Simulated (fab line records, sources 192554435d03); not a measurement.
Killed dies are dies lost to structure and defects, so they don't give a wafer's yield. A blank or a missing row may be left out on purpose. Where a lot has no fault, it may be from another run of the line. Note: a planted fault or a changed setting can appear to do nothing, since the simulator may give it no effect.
Lot-split experiment -- flow n5 finfet -- on a route of 1938 steps: 7 lots, 21 wafers read

THE SPLIT
At N5_BEOL_M1_ILD_DEP_00 (deposits SiOC from DEMS/O2, target thk 79 nm, time 15.3 s), the setting time s was moved away from the recipe's 15.3 s on 4 of the 21 wafers read, by -12.9% to +11.7%. All remaining wafers had this setting at the recipe value.

Between the split and the reading, the file records no step.

THE READING
M1_ILD_THK in nanometres, read at N5_BEOL_M1_THK_MEAS_01. A value of 78.6 nm with a standard deviation of 0.92 nm is what fault-free wafers of this fab line usually give.

wafer,"tool, chamber at the split","time s as run, s",against the recipe,"M1_ILD_THK, nm",against lot-mates on the recipe
L074.2,"pecvd-01, 2",15.3,recipe,78.2,-
L074.4,"pecvd-01, 2",15.3,recipe,78.7,-
L074.6,"pecvd-01, 1",15.3,recipe,79.2,-
L076.1,"pecvd-04, 0",15.3,recipe,77.1,-
L076.4,"pecvd-04, 2",13.33,-12.9%,69.0,-8.9
L076.6,"pecvd-04, 0",15.3,recipe,78.7,-
L080.1,"pecvd-01, 1",17.09,+11.7%,87.3,+8.6
L080.4,"pecvd-01, 0",15.3,recipe,78.1,-
L080.5,"pecvd-01, 1",15.3,recipe,79.2,-
L083.1,"pecvd-01, 1",15.3,recipe,77.7,-
L083.3,"pecvd-01, 0",15.3,recipe,78.0,-
L083.5,"pecvd-01, 0",15.3,recipe,78.6,-
L089.1,"pecvd-02, 2",15.3,recipe,78.0,-
L089.3,"pecvd-02, 1",15.3,recipe,77.9,-
L089.5,"pecvd-02, 1",15.3,recipe,79.5,-
L096.3,"pecvd-04, 2",15.3,recipe,78.3,-
L096.5,"pecvd-04, 0",17.05,+11.4%,89.1,+10.8
L096.6,"pecvd-04, 1",17.05,+11.4%,88.9,+10.6
L097.1,"pecvd-04, 2",15.3,recipe,78.3,-
L097.2,"pecvd-04, 1",15.3,recipe,77.9,-
L097.5,"pecvd-04, 2",15.3,recipe,78.6,-

FIT RESULTS
A straight line over all 21 wafers: M1_ILD_THK changes by +0.825 nm for each +1% of time s; r = +0.99; the points scatter about the line by 0.74 nm.
The same after taking each lot's own level away (the mean of its wafers on the recipe; 21 wafers): +0.81 nm for each +1%; r = +0.98; scatter 0.77 nm.
On that fit, the largest move of time s shifts the reading by 10 nm.
From 77.90 to 78.70 nm: that is the span of the lots' own levels, equal to 0.9 times the standard deviation above.
The two slopes are in agreement: the lot-to-lot level therefore moves the slope only a little.
Check: -11.2 nm against its lot-mates is what the line predicts for one of the wafers moved furthest among these (-12.9%) when that wafer is left out of the fit. Against them it came out at -8.9 nm.

ADDITIONAL SPLITS CARRIED BY THESE WAFERS
Before the reading, these wafers also passed through other splits. Each is held against what the fit with the lots' levels taken away leaves over:
other split on the same wafers,wafers away from the commonest value,r with M1_ILD_THK (lot level and that fit taken away)
N5_BEOL_M0_SAQP_PECVD_03 time s,5,-0.11
N5_BEOL_M0_ETCH_109 bias w,5,-0.51

THE WHOLE CHAIN: every reading that the file lists as answering this split, in the file's order
step,what it does,reading,change (the file's fit),r (the file's)
N5_BEOL_M1_ILD_DEP_00,"deposits SiOC from DEMS/O2, target thk 79 nm, time 15.3 s","SiOC_of_BEOL_M1_ILD_DEP_00.thk nm (the simulator's own value, which no gauge read)",+0.776 nm for each +1% of the setting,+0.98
N5_BEOL_M1_THK_MEAS_01,,M1_ILD_THK,+0.777 for each +1% of the setting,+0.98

THE FILE'S OWN FIT
M1_ILD_THK changes by +0.777 nm for each +1% of time s, r = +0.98.
